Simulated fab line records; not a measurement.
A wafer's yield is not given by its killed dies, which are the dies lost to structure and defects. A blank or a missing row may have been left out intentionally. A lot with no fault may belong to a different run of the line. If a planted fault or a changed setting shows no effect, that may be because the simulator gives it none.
A struck lot beside a sound one :: flow n5 finfet :: 14 out of 1938 route steps
Sound: these wafers, L931.1, L931.3, L931.5. Struck: wafers L932.1, L932.2, L932.3. The cause is given at the end.
Order at every step that has rows: each side's tool, ch and its chambers, its first start. Under that, the readings that differ: sound wafers :: struck wafers :: difference of the means :: sigmas: that difference in standard deviations of wafers without a fault.
alike: same words and numbers on both sides, and readings whose means sit less than 2 such deviations apart. not compared: any withheld reading, any reading some wafer has no value for, any bound like >300 that may hide the same value, and any number with overlapping values for which the record gives no deviation.
The two part at a step that has a row with sigmas, a row that says differs or no value, or rows on one side only. Numbers that have no deviation but don't overlap get no sigmas and don't part them. Lack of a reading on every wafer of one side parts them only where that side has two or more wafers.

N5_BEOL_M5_STRIP_64: strips in CF4.
  sound on rie diel-03 ch 0,1, day 9 20:46; struck on rie diel-03 ch 0,2,3, day 9 17:39
  alike: chamber pressure mTorr, drypump motor current A, oes product au, rf vpp V, showerhead plenum p Torr, throttle valve pct
  not compared: rf hours counter h
N5_BEOL_M5_HM_OPEN_17: chemistry Cl2/BCl3, target TiN, target depth 20 nm, overetch 6 nm.
  sound on rie metal-02 ch 0,1, day 9 20:48; struck on rie metal-01 ch 0,1, day 9 17:41
  alike: chamber pressure mTorr, drypump motor current A, oes product au, throttle valve pct
  not compared: rf hours counter h
N5_BEOL_M5_STRIP_19: strips in O2.
  sound on rie diel-03 ch 0,3, day 9 20:55; struck on rie diel-05 ch 0,2,3, day 9 17:48
  alike: chamber pressure mTorr, drypump motor current A, o2 flow sccm, oes product au, rf vpp V, showerhead plenum p Torr, throttle valve pct
  not compared: rf hours counter h
N5_BEOL_M5_CD_MEAS_18: pitch 56 nm, target cd 28 nm.
  struck on cd sem-03, day 9 17:52; sound on cd sem-03, day 9 20:59
  alike: cd nm
then, 8 steps without rows for these wafers: N5_BEOL_M5_COAT_65 (time 60 s, resist thk 60 nm); N5_BEOL_M5_COAT_66 (time 60 s, resist thk 12 nm); N5_BEOL_M5_COAT_74 (time 60 s, resist thk 5 nm); N5_BEOL_M5_COAT_22 (resist thk 30 nm); N5_BEOL_M5_EBR_24; N5_BEOL_M5_SOFTBAKE_23 (time 60 s); N5_BEOL_M5_EXPOSE_25 (exposes mask V4, defocus 10 nm); N5_BEOL_M5_PEB_26 (peb time 60 s).
N5_BEOL_M5_DEVELOP_27: develop time 30 s.
  sound on litho track-03 ch 0, day 9 21:15; struck on litho track-03, day 9 18:47
  no value came back on the struck wafers for chill plate temp C (C), develop time s (s); on the sound wafers chill plate temp C (C) reads 22.83 22.81 22.81
reading: model.CAR-EUV_of_BEOL_M5_COAT_22.thk nm (nm)
sound: 29.6 29.4 29.4
struck: 30.2 30 30
difference: +0.6
sigmas: 
N5_BEOL_M5_CD_MEAS_28: target cd 30.6 nm, target cd y 20 nm.
  sound on cd sem-03 ch 0, day 9 21:19; struck on cd sem-03 ch 0, day 9 18:50
reading: cd nm (nm)
sound: 30.56 30.66 30.77
struck: - - -
difference: no value on the struck wafers
sigmas: 

WHERE THEY PART
Last at N5_BEOL_M5_CD_MEAS_28 as far as this record goes, first at N5_BEOL_M5_DEVELOP_27.

WHY: whatever the simulator had introduced
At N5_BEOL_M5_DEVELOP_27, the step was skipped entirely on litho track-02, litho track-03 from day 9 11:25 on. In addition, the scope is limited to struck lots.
